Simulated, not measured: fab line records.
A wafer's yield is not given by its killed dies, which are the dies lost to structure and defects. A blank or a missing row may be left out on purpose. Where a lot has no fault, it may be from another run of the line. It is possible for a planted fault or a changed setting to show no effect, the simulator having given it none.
Matching of chambers ; flow n5-finfet ; 3 sister chambers for N5_SDB_ETCH_17 on rie-diel-06
The step etches SiARC in CF4, target depth 23.4 nm, time 39 s. 3 wafers are shown with their chamber, then 7 later ones without.

## WAFERS PAIRED WITH THEIR CHAMBERS
wafer;chamber;showerhead-plenum-p-Torr (Torr)
L092.1;2;2.12
L092.2;1;2.14
L093.3;0;2.06

## WAFERS WITH NO CHAMBER GIVEN
wafer;showerhead-plenum-p-Torr (Torr)
L093.4;2.12
L093.6;2.13
L096.3;2.06
L096.5;2.12
L096.6;2.13
L097.2;2.06
L097.5;2.06

## THE CHAMBER EACH PASSED THROUGH
wafer;from the rows above;in truth
L093.4;2;2
L093.6;can't be placed: 2 or 1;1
L096.3;0;0
L096.5;2;2
L096.6;can't be placed: 2 or 1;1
L097.2;0;0
L097.5;0;0
5 of 7 placed correctly. Unplaceable from these rows: 2, with the true chamber sitting among the candidates in 2. Number placed wrongly: 0.
How it was worked out, from the rows above alone: a wafer's distance from a chamber is the root of the sum, over the readings, of the square of ((its reading less the chamber's mean) divided by the reading's scatter). The wafer belongs to the nearest chamber; if the next one is less than 2 further off, it can't be placed. A chamber's mean is the mean of its shown wafers. The scatter: root of mean squared gap, hidden wafer to nearest shown wafer, with one shown wafer a chamber.
